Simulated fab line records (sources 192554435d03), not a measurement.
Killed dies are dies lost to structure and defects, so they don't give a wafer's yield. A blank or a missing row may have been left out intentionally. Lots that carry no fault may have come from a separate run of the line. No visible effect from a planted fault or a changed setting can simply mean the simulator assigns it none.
Struck lot and sound lot, side by side -- flow n5Finfet -- 20 out of 1938 route steps
Sound: wafers L135.2, L135.3, L135.4. The struck wafers were L149.3, L149.4, L149.6. Last of all comes the cause.
Order at every step that has rows: each side's tool, ch and its chambers, its first start. Under that, the readings that differ: sound wafers -- struck wafers -- difference of the means -- sigmas: that difference in standard deviations of wafers without a fault.
alike: readings with means less than 2 such deviations apart, plus words and numbers identical on both sides. not compared: withheld readings, readings lacking a value on some wafer, bounds such as >300 that could conceal the same value, and numbers that have no deviation in the record and whose values overlap.
A row with sigmas, a row that says differs or no value, or rows on one side alone: a step with any of these is where the two part. When numbers do not overlap yet have no deviation, they are printed without sigmas and do not part them. A reading missing from all wafers of one side parts the sides only when that side holds two or more wafers.

first, 8 steps without rows for these wafers: N5_BEOL_M12_SPUTTER_45 (material Cu, target thk 80 nm, time 13.33 s); N5_BEOL_M12_ECD_47 (material Cu, target thk 720 nm); N5_BEOL_M12_ANNEAL_48 (time 90 s); N5_BEOL_M12_CMP_49 (polishes, stops on SiOC, t overpolish 20.6 s, target thk 320 nm); N5_BEOL_M12_PRE_CLEAN_52 (time 15 s); N5_BEOL_M12_DEP_53 (deposits SiCN from 3MS/NH3, target thk 30 nm, time 10.5 s); N5_BEOL_M13_ILD_DEP_00 (deposits SiOC from DEMS/O2, target thk 837.92 nm, time 166.4 s); N5_BEOL_M13_COAT_58 (time 60 s, resist thk 89 nm).
N5_BEOL_M13_COAT_04: resist thk 400 nm.
  sound on lithoTrack-02 ch 0, day 11 11:17; struck on lithoTrack-02 ch 0, day 15 01:36
reading,sound,struck,difference,sigmas
spinSpeedRpm (rpm),1626.2 1625.6 1625.6,1738.2 1739.7 1736.7,+112.4,+99 or more
model.coat_of_BEOL_M13_COAT_04.thkNm (nm),401.2 400.8 401.4,386.2 386.8 385.8,-14.9,
  alike: exhaustPa
then, 8 steps without rows for these wafers: N5_BEOL_M13_EBR_06; N5_BEOL_M13_SOFTBAKE_05 (time 60 s); N5_BEOL_M13_EXPOSE_07 (exposes mask V12); N5_BEOL_M13_PEB_08 (peb time 90 s); N5_BEOL_M13_DEVELOP_09 (develop time 45 s); N5_BEOL_M13_HARDBAKE_14 (time 120 s); N5_BEOL_M13_DESCUM_15 (chemistry O2, time 7.9 s); N5_BEOL_M13_ETCH_59 (etches BARC in N2/H2, target depth 89 nm, overetch 26.7 nm, time 67.9 s).
N5_BEOL_M13_VIA_ETCH_16: etches SiOC in C4F8/O2/Ar, target depth 921.7 nm.
  sound on rieDiel-03 ch 0,2,3, day 11 11:57; struck on rieDiel-04 ch 0,1,2, day 15 02:10
reading,sound,struck,difference,sigmas
model.coat_of_BEOL_M13_COAT_04.thkNm (nm),68.8 71.8 65.4,54.4 63.2 55,-11.1,
  alike: C4F8_flow_sccm, drypumpMotorCurrentA, oesProductAu, rfFwdPowerW, rfVppV, showerheadPlenumPTorr, throttleValvePct
N5_BEOL_M13_STRIP_63: strips in N2/H2.
  sound on plasmaAsher-01 ch 0,1, day 11 12:11; struck on plasmaAsher-02 ch 0,1, day 15 02:26
reading,sound,struck,difference,sigmas
stripTimeToEndpointS (s),27.3 28.2 26.3,23.0 25.6 23.2,-3.3,-3
  alike: drypumpMotorCurrentA, heaterPowerW, oesProductAu
  not compared: rfHoursCounterH
then, 1 step without rows for these wafers: N5_BEOL_M13_STRIP_64 (strips in N2/H2).

WHERE THEY PART
Last at N5_BEOL_M13_STRIP_63 as far as this record goes, first at N5_BEOL_M13_COAT_04.

WHY: what the simulator had put in
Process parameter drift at N5_BEOL_M13_COAT_04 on lithoTrack-02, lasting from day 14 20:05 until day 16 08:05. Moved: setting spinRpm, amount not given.
